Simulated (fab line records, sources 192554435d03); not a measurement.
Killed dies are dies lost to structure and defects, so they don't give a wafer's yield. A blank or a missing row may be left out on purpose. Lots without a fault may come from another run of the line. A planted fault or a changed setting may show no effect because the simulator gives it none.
Which tool did it? | flow n5_finfet | 10 lots, 29 wafers sampled, at 5 steps of a route of 1938

WHAT THE GAUGES READ, wafer by wafer
N5_BEOL_M4_RC_MEAS_101. Usual: DIBL_N 36.0 mV/V, standard deviation 1.6; DIBL_P 36.1 mV/V, standard deviation 2; IOFF_N 0.160 nA/um, standard deviation 0.029; IOFF_P 0.21 nA/um, standard deviation 0.039; ION_N 675 uA/um, standard deviation 13; ION_P 464 uA/um, standard deviation 8.8; SS_N 71.5 mV/dec, standard deviation 0.58; SS_P 73.3 mV/dec, standard deviation 0.65; VT_N 250 mV, standard deviation 3.3; VT_P -249 mV, standard deviation 3.6.
lot  | measured     | on        | DIBL_N (mV/V)  | DIBL_P (mV/V)  | IOFF_N (nA/um)    | IOFF_P (nA/um) | ION_N (uA/um) | ION_P (uA/um) | SS_N (mV/dec)  | SS_P (mV/dec)  | VT_N (mV)   | VT_P (mV)      | flag
L104 | day 8 01:37  | prober-01 | 37.5 36.0      | 36.4 34.5      | 0.174 0.149       | 0.24 0.21      | 666 667       | 460 460       | 71.8 71.1      | 74.0 72.7      | 251 251     | -248 -250      |
L105 | day 8 07:10  | prober-01 | 34.1 36.9 33.7 | 34.5 37.5 33.5 | 0.128 0.173 0.118 | 0.17 0.22 0.15 | 666 693 665   | 456 473 452   | 72.0 71.0 71.2 | 72.5 73.4 72.2 | 252 248 255 | -252 -248 -255 |
L109 | day 9 12:30  | prober-01 | 36.7 35.7 34.9 | 38.2 37.7 35.4 | 0.177 0.172 0.150 | 0.22 0.22 0.18 | 677 671 657   | 454 461 447   | 70.9 71.7 71.5 | 74.5 73.8 73.5 | 250 249 252 | -250 -252 -254 |
L108 | day 9 12:39  | prober-02 | 38.0 36.7 37.5 | 36.8 35.3 37.1 | 0.166 0.154 0.152 | 0.23 0.22 0.23 | 681 677 670   | 471 465 465   | 71.6 70.8 72.2 | 73.6 73.0 73.3 | 250 250 252 | -248 -249 -247 |
L112 | day 10 04:10 | prober-02 | 35.8 37.9 38.2 | 35.5 37.8 37.7 | 0.150 0.186 0.192 | 0.20 0.24 0.24 | 677 688 688   | 467 472 466   | 71.9 72.2 71.8 | 73.4 73.6 73.8 | 249 245 245 | -253 -248 -248 |
L114 | day 10 20:14 | prober-01 | 38.9 38.3 37.0 | 40.7 39.9 38.5 | 0.232 0.210 0.171 | 0.32 0.31 0.26 | 697 696 671   | 482 487 474   | 72.8 71.8 72.0 | 74.6 74.6 73.7 | 244 245 252 | -243 -243 -245 |
L115 | day 10 22:04 | prober-02 | 35.3 35.9 36.4 | 34.1 35.1 35.6 | 0.138 0.154 0.165 | 0.19 0.20 0.21 | 681 678 694   | 470 472 474   | 70.5 70.8 72.1 | 73.3 72.9 73.4 | 251 250 247 | -252 -251 -250 |
L117 | day 11 04:11 | prober-02 | 34.7 35.0 34.6 | 34.2 33.5 34.1 | 0.134 0.135 0.135 | 0.21 0.19 0.20 | 668 665 664   | 469 457 463   | 71.9 71.2 70.7 | 72.6 72.5 72.9 | 251 252 251 | -248 -252 -251 |
L118 | day 12 01:01 | prober-01 | 37.8 36.3 36.0 | 37.4 35.7 34.8 | 0.193 0.152 0.136 | 0.20 0.18 0.16 | 694 681 657   | 463 461 444   | 71.6 71.6 71.0 | 74.1 74.1 72.7 | 245 251 253 | -251 -252 -254 |
L119 | day 12 03:53 | prober-02 | 34.5 35.9 35.9 | 34.8 37.2 36.8 | 0.138 0.166 0.171 | 0.19 0.25 0.23 | 657 673 682   | 455 467 470   | 71.2 71.7 71.7 | 72.6 73.0 73.5 | 252 249 246 | -250 -246 -249 |

N5_BEOL_M10_OCD_MEAS_38. Usual: trench_depth_nm 148.8 nm, standard deviation 2.5.
lot  | measured     | on     | trench_depth_nm (nm) | flag
L104 | day 10 05:53 | ocd-02 | 148.3 148.4          |
L105 | day 10 11:46 | ocd-01 | 151.5 148.4 151.5    |
L109 | day 11 16:47 | ocd-02 | 152.2 150.0 151.8    |
L108 | day 11 18:25 | ocd-02 | 147.1 151.8 146.0    |
L112 | day 12 11:55 | ocd-02 | 147.3 148.0 149.8    |
L114 | day 13 12:02 | ocd-01 | 149.7 150.9 148.0    |
L115 | day 13 03:32 | ocd-01 | 152.2 146.2 146.7    |
L117 | day 13 12:04 | ocd-02 | 146.4 147.3 146.5    |
L118 | day 14 09:46 | ocd-01 | 143.6 151.5 144.5    |
L119 | day 14 10:17 | ocd-02 | 149.6 148.8 151.2    |

N5_BEOL_M11_CD_MEAS_11: target cd 64.1 nm. Usual: cd_nm 64.0 nm, standard deviation 0.65.
lot  | measured     | on        | cd_nm (nm)     | flag
L104 | day 10 12:11 | cd_sem-02 | 63.6 63.9      |
L105 | day 10 16:59 | cd_sem-01 | 63.4 63.0 63.3 |
L109 | day 11 21:43 | cd_sem-03 | 64.8 63.9 63.8 |
L108 | day 12 00:30 | cd_sem-02 | 64.5 64.4 63.2 |
L112 | day 12 18:51 | cd_sem-01 | 62.7 63.0 63.4 |
L114 | day 13 19:01 | cd_sem-03 | 63.1 62.6 63.4 |
L115 | day 13 09:35 | cd_sem-01 | 64.3 63.8 64.9 |
L117 | day 13 19:13 | cd_sem-03 | 64.5 64.4 64.3 |
L118 | day 14 14:13 | cd_sem-03 | 64.3 64.7 64.0 |
L119 | day 14 14:25 | cd_sem-03 | 64.1 66.1 64.7 |

WHICH TOOL RAN EACH LOT (tool, then ch and the chambers of the sampled wafers, then the start)
lot  | N5_BEOL_M10_STRIP_77                          | N5_BEOL_M11_PECVD_70
L104 | rie_diel-03 ch 1, day 10 05:53 or earlier     | pecvd-01 ch 1,2, day 10 09:47
L105 | rie_diel-04 ch 1,2,3, day 10 11:46 or earlier | pecvd-04 ch 1,2, day 10 16:07
L109 | rie_diel-04 ch 1,3, day 11 16:47 or earlier   | pecvd-01 ch 0,1,2, day 11 20:55
L108 | rie_diel-04 ch 0,1, day 11 18:25 or earlier   | pecvd-04 ch 0,2, day 11 22:19
L112 | rie_diel-06 ch 1,3, day 12 11:55 or earlier   | pecvd-04 ch 1,2, day 12 17:17
L114 | rie_diel-03 ch 0,1,2, day 13 12:02 or earlier | pecvd-04 ch 0,1,2, day 13 16:22
L115 | rie_diel-03 ch 0,1,3, day 13 03:32 or earlier | pecvd-04 ch 0,2, day 13 07:51
L117 | rie_diel-06 ch 2,3, day 13 12:04 or earlier   | pecvd-01 ch 1,2, day 13 16:37
L118 | rie_diel-03 ch 1,3, day 14 09:46 or earlier   | pecvd-03 ch 0,2, day 14 13:38
L119 | rie_diel-04 ch 1,2,3, day 14 10:17 or earlier | pecvd-04 ch 0,1,2, day 14 13:49
- N5_BEOL_M10_STRIP_77: strips in N2/H2, time 10 s.
- N5_BEOL_M11_PECVD_70: deposits SiO2 from TEOS/O2, target thk 20 nm, time 22.7 s.

WHAT THE TOOLS THEMSELVES READ (means of the sampled wafers that have a number; where no wafer has one, the mark that the record gives instead)
N5_BEOL_M10_STRIP_77. Usual: bias_power_w 7.000 W, standard deviation 0.022; drypump_motor_current_A 5.7 A, standard deviation 0.64; oes_product_au 0.82 a.u., standard deviation 0.068; rf_vpp_V 59.0 V, standard deviation 0.91; showerhead_plenum_p_Torr 2.51 Torr, standard deviation 0.098; throttle_valve_pct 23.72 %, standard deviation 0.24.
lot  | tool        | bias_power_w (W) | drypump_motor_current_A (A) | oes_product_au (a.u.) | rf_vpp_V (V) | showerhead_plenum_p_Torr (Torr) | throttle_valve_pct (%) | flag
L104 | rie_diel-03 | 6.990            | 6.6                         | 0.69                  | 58.5         | 2.41                            | 24.27                  |
L105 | rie_diel-04 | 7.017            | 5.8                         | 0.78                  | 59.1         | 2.47                            | 23.71                  |
L109 | rie_diel-04 | 7.011            | 6.0                         | 0.82                  | 58.7         | 2.46                            | 23.52                  |
L108 | rie_diel-04 | 7.021            | 5.7                         | 0.76                  | 59.2         | 2.44                            | 23.63                  |
L112 | rie_diel-06 | 7.022            | 6.1                         | 0.86                  | 59.1         | 2.46                            | 23.65                  |
L114 | rie_diel-03 | 7.014            | 5.5                         | 0.88                  | 59.6         | 2.59                            | 23.76                  |
L115 | rie_diel-03 | 6.996            | 6.0                         | 0.88                  | 59.2         | 2.66                            | 23.66                  |
L117 | rie_diel-06 | 7.015            | 5.8                         | 0.92                  | 59.1         | 2.64                            | 23.75                  |
L118 | rie_diel-03 | 6.986            | 6.6                         | 0.89                  | 60.1         | 2.70                            | 23.73                  |
L119 | rie_diel-04 | 6.987            | 5.9                         | 0.83                  | 58.9         | 2.46                            | 23.60                  |

N5_BEOL_M11_PECVD_70. Usual: chamber_pressure_Torr 5.500 Torr, standard deviation 0.012; heater_power_outer_w 401 W, standard deviation 60; heater_power_w 686 W, standard deviation 110; showerhead_plenum_p_Torr 8.76 Torr, standard deviation 0.039; throttle_valve_pct 22.6 %, standard deviation 1.1.
lot  | tool     | chamber_pressure_Torr (Torr) | heater_power_outer_w (W) | heater_power_w (W) | showerhead_plenum_p_Torr (Torr) | throttle_valve_pct (%) | flag
L104 | pecvd-01 | 5.488                        | 356                      | 572                | 8.73                            | 22.4                   |
L105 | pecvd-04 | 5.500                        | 465                      | 778                | 8.80                            | 21.7                   |
L109 | pecvd-01 | 5.492                        | 359                      | 607                | 8.74                            | 23.1                   |
L108 | pecvd-04 | 5.490                        | 448                      | 825                | 8.74                            | 21.0                   |
L112 | pecvd-04 | 5.494                        | 456                      | 767                | 8.81                            | 21.7                   |
L114 | pecvd-04 | 5.496                        | 439                      | 766                | 8.77                            | 21.8                   |
L115 | pecvd-04 | 5.505                        | 435                      | 789                | 8.75                            | 20.9                   |
L117 | pecvd-01 | -                            | -                        | -                  | -                               | -                      | OFF
L118 | pecvd-03 | -                            | -                        | -                  | -                               | -                      | OFF
L119 | pecvd-04 | -                            | -                        | -                  | -                               | -                      | OFF

THE ANSWER, worked out from the rows above alone
Rule: a lot is off if the mean of its wafers that have a number lies more than 3 standard deviations from the usual mean. A lot without any number at a reading at which 4 lots or more have one is off too. The other lots that the step has rows for count as sound. The gauges are gone through in route order, then the tools' own readings, and for those a lot's mean is taken as printed above. The first step at which some lot is off is used, and at that step the reading that is off furthest; a lot without a number counts as furthest.
Off: L117, L118, L119, at N5_BEOL_M11_PECVD_70 (chamber_pressure_Torr). Without a number there: L117, L118, L119.
A tool fits if, at that step or a process step before it, it ran every lot that is off, and no sound lot after the first of them. N5_BEOL_M10_STRIP_77 gives no start for some lots, so the hours and the order of its lots are those of N5_BEOL_M10_OCD_MEAS_38. None of those tried fits.

WHAT THE SIMULATOR HAD PUT IN
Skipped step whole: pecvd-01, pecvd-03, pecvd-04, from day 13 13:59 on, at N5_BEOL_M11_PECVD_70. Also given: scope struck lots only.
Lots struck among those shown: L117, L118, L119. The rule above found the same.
